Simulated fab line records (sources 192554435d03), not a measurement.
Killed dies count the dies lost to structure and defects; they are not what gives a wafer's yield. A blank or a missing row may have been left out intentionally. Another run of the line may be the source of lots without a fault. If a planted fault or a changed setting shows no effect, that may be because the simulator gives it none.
Matching of chambers -- flow n5Finfet -- N5_DUMMY_GATE_ETCH_23 on rieSi-02: 4 sister chambers
The step etches poly-Si in HBr/Cl2/O2, target depth 41 nm, time 22.3 s. 4 wafers are shown with their chamber, then 9 later ones without.

== WAFERS WITH THEIR CHAMBER ==
wafer,chamber,throttleValvePct (%)
L083.2,2,37.72
L087.4,0,36.91
L089.4,1,37.75
L089.6,3,37.77

== WAFERS MISSING THEIR CHAMBER ==
wafer,throttleValvePct (%)
L091.1,37.74
L091.2,36.91
L091.3,37.72
L094.2,37.72
L094.5,36.91
L094.6,37.77
L096.1,37.78
L096.2,36.90
L096.3,37.75

== THE CHAMBER EACH PASSED THROUGH ==
wafer,from the rows above,in truth
L091.1,can't be placed: 1 or 2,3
L091.2,0,0
L091.3,2,2
L094.2,2,2
L094.5,0,0
L094.6,3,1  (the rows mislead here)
L096.1,3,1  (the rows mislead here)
L096.2,0,0
L096.3,1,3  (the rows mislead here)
Correct placement for 5 of the 9. Not placeable from these rows: 1 (in 0, the candidates include the true chamber). Placed wrongly: 3.
How it was worked out, from the rows above alone: a wafer's distance from a chamber is the root of the sum, over the readings, of the square of ((its reading less the chamber's mean) divided by the reading's scatter). If the next closest chamber is less than 2 further off than the closest, the wafer can't be placed; otherwise it belongs to the closest. Each chamber's mean is taken over the wafers shown for it. The scatter: with one shown wafer a chamber, the root of the mean of the squares of how far each hidden wafer lies from its nearest shown one.
